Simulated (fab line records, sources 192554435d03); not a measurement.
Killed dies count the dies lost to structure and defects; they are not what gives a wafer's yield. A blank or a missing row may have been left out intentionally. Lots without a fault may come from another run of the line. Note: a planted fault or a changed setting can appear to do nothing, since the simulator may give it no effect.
Matching of chambers    flow n5_finfet    N5_FIN_CUT_CUT_ETCH_28 on rie_si-04: 4 sister chambers
The step etches Si in HBr/Cl2/O2, target depth 6 nm, time 2.4 s. 14 wafers are shown with their chamber, then 7 later ones without.

## WAFERS PAIRED WITH THEIR CHAMBERS
wafer   chamber  oes_product_au (a.u.)  O2_flow_sccm (sccm)
L897.3  0        1.007                  11.98
L897.4  2        1.003                  11.98
L897.5  1        0.996                  11.93
L898.2  1        0.991                  12.03
L898.3  3        0.997                  12.02
L898.5  1        1.003                  12.01
L900.1  1        1.001                  11.97
L900.3  3        1.002                  12.07
L900.4  0        1.011                  12.00
L913.1  1        0.996                  12.00
L913.2  3        1.002                  11.99
L913.3  0        1.011                  11.98
L916.3  1        1.004                  12.04
L916.4  3        1.000                  12.00

SIGNATURES (means of the wafers above)
reading         chamber 0  chamber 1  chamber 2  chamber 3  scatter within a chamber
oes_product_au  1.00967    0.99850    1.00300    1.00025    0.00391
O2_flow_sccm    11.9867    11.9967    11.9800    12.0200    0.0352
Rule: a wafer lies at a distance from a chamber equal to the root of the sum of squares, over the readings, of (its reading less the chamber's mean, divided by the reading's scatter). If the next closest chamber is less than 2 further off than the closest, the wafer can't be placed; otherwise it belongs to the closest. The scatter: take each reading less its chamber's mean, square it, sum over the shown wafers, divide by the number of wafers less the number of chambers, and take the root.

## WAFERS MISSING THEIR CHAMBER
wafer   oes_product_au (a.u.)  O2_flow_sccm (sccm)
L916.5  1.005                  12.01
L917.2  1.004                  12.00
L917.3  0.997                  12.06
L917.5  1.010                  12.03
L918.2  1.000                  12.04
L918.4  1.005                  12.05
L918.6  1.004                  12.00

## WHICH CHAMBER EACH WENT THROUGH
wafer   from the rows above                in truth
L916.5  can't be placed: 2 or 3 or 0 or 1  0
L917.2  can't be placed: 2 or 3 or 1 or 0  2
L917.3  can't be placed: 3 or 1 or 2       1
L917.5  can't be placed: 0 or 2 or 3 or 1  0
L918.2  can't be placed: 3 or 1 or 2       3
L918.4  can't be placed: 3 or 2 or 0 or 1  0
L918.6  can't be placed: 2 or 3 or 1 or 0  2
Correctly placed: 0 of 7. From these rows, 7 cannot be placed; in 7 the true chamber is one of the candidates. Wrongly placed: 0.
